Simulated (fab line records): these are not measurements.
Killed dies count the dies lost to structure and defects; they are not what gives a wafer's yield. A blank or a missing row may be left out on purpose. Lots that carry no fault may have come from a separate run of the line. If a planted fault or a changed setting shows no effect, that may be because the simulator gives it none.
fab line records	flow n5_finfet
record lots=11	wafers=33	last_day=18
route steps=1938 shown BEOL_M8@1371
lots untouched by any fault: they come from a run of this same line in which no faults occurred
start_h: the number of hours between the record's first day and the start of the first shown wafer of the lot	wait_h: hours since the lot's step before	" unchanged from the row above	L1.1+2: a single row standing in for several wafers	- no value, or no start was given	* or withheld: withheld	< > ~ a bound
route shown NAME@n: names a module that has steps shown in the file, with the first one's number in the route	usual: mean and standard deviation over wafers with no fault	same: alike in all rows	chamber/n: place in a boat	sites: each site's reading	_std_site: standard deviation across them	_edge_site: inner sites' mean taken away from outer sites' mean	radius_mm: how far each site lies from the wafer's centre	mask NAME#n: copy n	behind: the tool/chamber that last shaped the wafer	hold: why the lot was held/for how many hours/how that ended	device: the n, p or np transistor that did not switch	end of line: tests run on the same wafers once the route is complete	a step without rows: its recipe alone	killed: at the first sort, the dies lost to defects and structure; wafer yield is something else	map: the dies of a wafer, with x for killed, . for not killed, _ for no die there
set.NAME: the setting the step ran with; set.NAME@STEP: the setting that earlier step ran with	model.NAME: the simulator's own value behind a step, which no gauge read
the route's steps for a sample of lots (tables are steps, rows are wafers)
services: from which hour (start_h, from the record's first day; less than 0 if before it) a tool's chamber was out of use, for how many hours, and why
## steps
# step N5_BEOL_M8_ETCH_66
# recipe chemistry=N2/H2	target=SOC	target_depth_a=800	overetch_a=160	mask_material=SiARC	temp_c=40	time_s=120	ion_energy_ev=200	pressure_mtorr=30	source_w=840	bias_w=150	n2_flow_sccm=200	h2_flow_sccm=200
# usual drypump_motor_current_A=5.9/0.43	oes_product_au=0.62/0.056	rf_vpp_V=524.2/2.9	showerhead_plenum_p_Torr=2.55/0.1	throttle_valve_pct=17.79/0.24
lot.wafer	tool	chamber	start_h	wait_h	drypump_motor_current_A	oes_product_au	rf_hours_counter_h	rf_vpp_V	showerhead_plenum_p_Torr	throttle_valve_pct
L304.2	rie_diel-04	3	207.25	0.0	5.3	0.66	41	521.9	2.48	17.40
L304.4	"	0	"	"	6.3	0.70	21	522.7	2.48	17.39
L304.5	"	2	"	"	6.3	0.54	-	520.1	2.41	18.21
L306.2	rie_diel-03	3	213.89	0.0	5.4	0.64	60	529.0	2.69	17.58
L306.4	"	1	"	"	5.9	0.64	70	523.5	2.56	17.87
L306.5	"	0	"	"	5.7	0.53	-	519.8	2.38	18.01
L311.2	rie_diel-02	3	226.34	0.0	6.4	0.66	57	526.0	2.60	17.92
L311.3	"	2	"	"	6.0	0.59	150	526.0	2.65	17.67
L311.4	"	0	"	"	6.4	0.54	206	520.4	2.42	18.06
L323.3	rie_diel-04	0	323.78	0.0	6.3	0.66	53	522.6	2.47	17.46
L323.4	"	3	"	"	5.3	0.63	75	523.6	2.46	17.45
L323.5	"	2	"	"	6.3	0.52	-	519.3	2.39	18.26
L324.2	rie_diel-02	2	323.82	0.0	6.0	0.56	184	526.8	2.63	17.74
L324.5	"	0	"	"	6.4	0.53	-	519.0	2.41	18.15
L324.6	"	3	"	"	6.3	0.63	-	523.8	2.58	17.99
L318.3	rie_diel-04	0	337.78	0.0	6.3	0.66	57	522.0	2.46	17.47
L318.5	"	1	"	"	6.3	0.63	-	524.0	2.57	17.80
L318.6	"	3	"	"	5.3	0.63	-	522.7	2.46	17.46
L321.2	rie_diel-03	2	344.18	0.0	5.1	0.74	2	523.9	2.52	17.74
L321.4	"	0	"	"	5.7	0.70	28	529.6	2.69	17.63
L321.6	"	2	"	"	5.1	0.74	-	521.5	2.52	17.74
L320.1	rie_diel-04	3	347.46	0.0	5.3	0.62	82	522.0	2.46	17.46
L320.2	"	1	"	"	6.3	0.63	93	523.8	2.57	17.82
L320.3	"	0	"	"	6.2	0.65	61	522.7	2.46	17.46
L316.1	rie_diel-03	2	356.96	0.0	5.1	0.72	6	522.0	2.52	17.74
L316.2	"	1	"	"	5.9	0.60	119	524.5	2.54	17.95
L316.3	"	0	"	"	5.7	0.69	31	528.3	2.68	17.64
L325.1	rie_diel-02	2	359.94	0.0	6.0	0.56	194	526.1	2.63	17.75
L325.4	"	3	"	"	6.3	0.62	101	525.4	2.58	17.99
L325.5	"	0	"	"	6.4	0.52	-	518.5	2.40	18.17
L315.3	rie_diel-04	1	371.25	0.0	6.3	0.62	101	524.0	2.56	17.82
L315.4	"	2	"	"	6.3	0.73	4	528.3	2.71	17.90
L315.5	"	2	"	"	6.3	0.74	-	529.0	2.71	17.90
# step N5_BEOL_M8_STRIP_80
# recipe chemistry=N2/H2	time_s=10	power_w=450	temp_c=40	pressure_mtorr=20	rf_frequency_hz=6e+07	bias_power_w=7	n2_flow_sccm=200	h2_flow_sccm=200
# usual drypump_motor_current_A=5.9/0.43	oes_product_au=0.81/0.076	rf_vpp_V=59.2/0.86	showerhead_plenum_p_Torr=2.55/0.1	throttle_valve_pct=23.60/0.28
lot.wafer	tool	chamber	start_h	wait_h	drypump_motor_current_A	oes_product_au	rf_hours_counter_h	rf_vpp_V	showerhead_plenum_p_Torr	throttle_valve_pct
L304.2	rie_diel-04	3	-	-	5.3	0.88	41	57.4	2.47	23.09
L304.4	"	0	"	"	6.3	0.93	21	59.5	2.48	23.16
L304.5	"	2	"	"	6.3	0.71	-	59.5	2.40	23.90
L306.2	rie_diel-03	3	-	-	5.4	0.82	60	61.6	2.69	23.44
L306.4	"	1	"	"	5.9	0.83	70	58.7	2.56	23.52
L306.5	"	0	"	"	5.7	0.69	-	58.8	2.38	23.74
L311.2	rie_diel-02	3	-	-	6.4	0.87	57	58.6	2.59	23.98
L311.3	"	2	"	"	6.0	0.77	151	59.2	2.64	23.44
L311.4	"	0	"	"	6.4	0.71	206	58.4	2.42	23.98
L323.3	rie_diel-04	0	-	-	6.3	0.87	53	59.1	2.46	23.22
L323.4	"	3	"	"	5.3	0.82	75	58.1	2.46	23.15
L323.5	"	2	"	"	6.3	0.68	-	60.6	2.39	23.95
L324.2	rie_diel-02	2	-	-	6.0	0.75	184	58.7	2.63	23.48
L324.5	"	0	"	"	6.4	0.69	-	59.3	2.41	24.02
L324.6	"	3	"	"	6.3	0.83	-	58.9	2.58	24.02
L318.3	rie_diel-04	0	-	-	6.3	0.88	57	58.9	2.46	23.21
L318.5	"	1	"	"	6.3	0.84	-	59.8	2.56	23.52
L318.6	"	3	"	"	5.3	0.82	-	59.0	2.45	23.15
L321.2	rie_diel-03	2	-	-	5.1	0.97	2	59.0	2.51	23.83
L321.4	"	0	"	"	5.7	0.92	28	61.3	2.68	23.51
L321.6	"	2	"	"	5.1	0.96	-	59.8	2.51	23.82
L320.1	rie_diel-04	3	-	-	5.3	0.80	83	59.0	2.45	23.15
L320.2	"	1	"	"	6.3	0.83	93	59.2	2.56	23.53
L320.3	"	0	"	"	6.3	0.85	61	60.0	2.46	23.23
L316.1	rie_diel-03	2	-	-	5.1	0.93	6	59.7	2.51	23.83
L316.2	"	1	"	"	5.9	0.77	119	58.7	2.54	23.60
L316.3	"	0	"	"	5.7	0.92	31	61.0	2.68	23.49
L325.1	rie_diel-02	2	-	-	6.0	0.73	194	59.8	2.62	23.50
L325.4	"	3	"	"	6.4	0.82	101	58.6	2.57	24.02
L325.5	"	0	"	"	6.4	0.68	-	57.2	2.40	24.03
L315.3	rie_diel-04	1	-	-	6.3	0.82	101	59.4	2.56	23.54
L315.4	"	2	"	"	6.3	0.95	4	58.2	2.70	23.75
L315.5	"	2	"	"	6.3	0.96	-	59.5	2.70	23.76
# step N5_BEOL_M8_ALD_77
# recipe material=TaN	target_thk_a=20	temp_c=275	ald_precursor_family=PDMAT	ald_co_reactant=NH3	pressure_torr=3	carrier_flow_sccm=1500	pulse_time_s=2	purge_time_s=3	co_reactant_purge_time_s=2	co_reactant_pulse_time_s=3	ald_cycles=40	precursor_vessel_temp_c=75	precursor_vessel_pressure_torr=26.25	precursor_vessel_carrier_sccm=1000
# usual heater_power_w=417/49	susceptor_temp_C=275.02/0.19
# same purge_time_s=3
lot.wafer	tool	chamber	start_h	wait_h	heater_power_w	susceptor_temp_C
L304.2	ald_metal-02	1	208.54	0.0	378	274.98
L304.4	"	2	"	"	512	275.08
L304.5	"	3	"	"	378	275.05
L306.2	ald_metal-03	2	214.86	0.0	460	274.76
L306.4	"	0	"	"	364	275.10
L306.5	"	0	"	"	357	274.84
L311.2	ald_metal-03	1	227.31	0.0	475	275.10
L311.3	"	2	"	"	456	274.79
L311.4	"	3	"	"	403	275.11
L323.3	ald_metal-03	2	324.81	0.0	458	274.85
L323.4	"	0	"	"	368	275.00
L323.5	"	1	"	"	477	275.09
L324.2	ald_metal-01	3	324.91	0.1	456	274.87
L324.5	"	0	"	"	364	275.05
L324.6	"	3	"	"	473	275.09
L318.3	ald_metal-03	3	338.92	0.1	399	275.32
L318.5	"	1	"	"	513	281.66
L318.6	"	0	"	"	372	275.37
L321.2	ald_metal-03	0	345.16	0.0	369	275.16
L321.4	"	1	"	"	482	281.97
L321.6	"	1	"	"	500	281.98
L320.1	ald_metal-03	1	348.57	0.0	498	281.87
L320.2	"	3	"	"	397	274.56
L320.3	"	2	"	"	454	275.19
L316.1	ald_metal-02	3	358.73	0.3	366	274.88
L316.2	"	1	"	"	377	275.25
L316.3	"	0	"	"	418	275.22
L325.1	ald_metal-02	0	365.35	0.1	428	275.10
L325.4	"	2	"	"	524	275.41
L325.5	"	1	"	"	378	275.31
L315.3	ald_metal-02	2	372.41	0.1	514	274.93
L315.4	"	0	"	"	434	274.97
L315.5	"	0	"	"	414	274.94
# step N5_BEOL_M8_SURFACE_TREAT_79
# recipe gas=Ar	time_s=*	ion_energy_ev=*	ion_current_ma_cm2=0.5	pressure_mtorr=*	ar_flow_sccm=30
# usual throttle_valve_pct=*
lot.wafer	tool	chamber	start_h	wait_h	throttle_valve_pct
L304.2	pvd_sputter-02	-	208.84	0.2	*
L304.4	"	-	"	"	*
L304.5	"	-	"	"	*
L306.2	pvd_sputter-01	-	215.14	0.2	*
L306.4	"	-	"	"	*
L306.5	"	-	"	"	*
L311.2	pvd_sputter-02	-	227.59	0.2	*
L311.3	"	-	"	"	*
L311.4	"	-	"	"	*
L323.3	pvd_sputter-01	-	325.10	0.2	*
L323.4	"	-	"	"	*
L323.5	"	-	"	"	*
L324.2	pvd_sputter-01	-	325.23	0.2	*
L324.5	"	-	"	"	*
L324.6	"	-	"	"	*
L318.3	pvd_sputter-01	-	339.47	0.4	*
L318.5	"	-	"	"	*
L318.6	"	-	"	"	*
L321.2	pvd_sputter-01	-	345.46	0.2	*
L321.4	"	-	"	"	*
L321.6	"	-	"	"	*
L320.1	pvd_sputter-03	-	348.91	0.2	*
L320.2	"	-	"	"	*
L320.3	"	-	"	"	*
L316.1	pvd_sputter-02	-	359.85	1.0	*
L316.2	"	-	"	"	*
L316.3	"	-	"	"	*
L325.1	pvd_sputter-01	-	365.79	0.3	*
L325.4	"	-	"	"	*
L325.5	"	-	"	"	*
L315.3	pvd_sputter-03	-	373.59	1.0	*
L315.4	"	-	"	"	*
L315.5	"	-	"	"	*
## services
tool	chamber	start_h	hours	kind
ald_metal-02	0	184.41	9.5	repair
rie_diel-04	1	185.32	3.0	repair
rie_diel-03	0	229.05	-	clean
rie_diel-03	0	229.05	-	consumable_replace:focus_ring
rie_diel-03	0	229.05	-	consumable_replace:showerhead
rie_diel-03	0	229.05	21.1	scheduled_down
rie_diel-03	0	229.05	21.1	vent_cycle
ald_metal-01	-	231.08	2.8	pm
rie_diel-03	-	246.82	1.1	repair
rie_diel-04	0	253.23	8.6	repair
pvd_sputter-01	-	273.00	6.9	repair
rie_diel-04	-	273.54	1.3	repair
ald_metal-03	3	287.03	5.3	repair
pvd_sputter-01	-	303.61	2.6	repair
rie_diel-03	2	318.77	-	clean
ald_metal-01	1	328.35	30.4	repair
rie_diel-04	2	335.69	-	clean
rie_diel-04	2	335.69	-	consumable_replace:focus_ring
rie_diel-04	2	335.69	-	consumable_replace:showerhead
rie_diel-04	2	335.69	20.3	scheduled_down
rie_diel-04	2	335.69	20.3	vent_cycle
ald_metal-01	-	337.25	14.0	pm
pvd_sputter-01	-	340.71	0.5	repair
pvd_sputter-01	-	361.77	2.6	repair
## key
first_sign step=N5_BEOL_M8_ALD_77	reading=susceptor_temp_C	direction=up	sigmas=35	usual=*	struck=*
effect none on later readings
met_at N5_BEOL_M8_ALD_77
struck_lots L318,L320,L321
struck_wafers L318.5,L320.1,L321.4,L321.6
not_acting_at N5_BEOL_M8_ETCH_66,N5_BEOL_M8_STRIP_80,N5_BEOL_M8_SURFACE_TREAT_79
onset_between 324.81 338.92
fault kind=process_parameter_drift	tool=ald_metal-03	chamber=1	onset_h=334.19	steps=N5_BEOL_M8_ALD_77	channel=temp_c	offset=*	shape=step	end_h=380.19	acts_in=*	stated=*
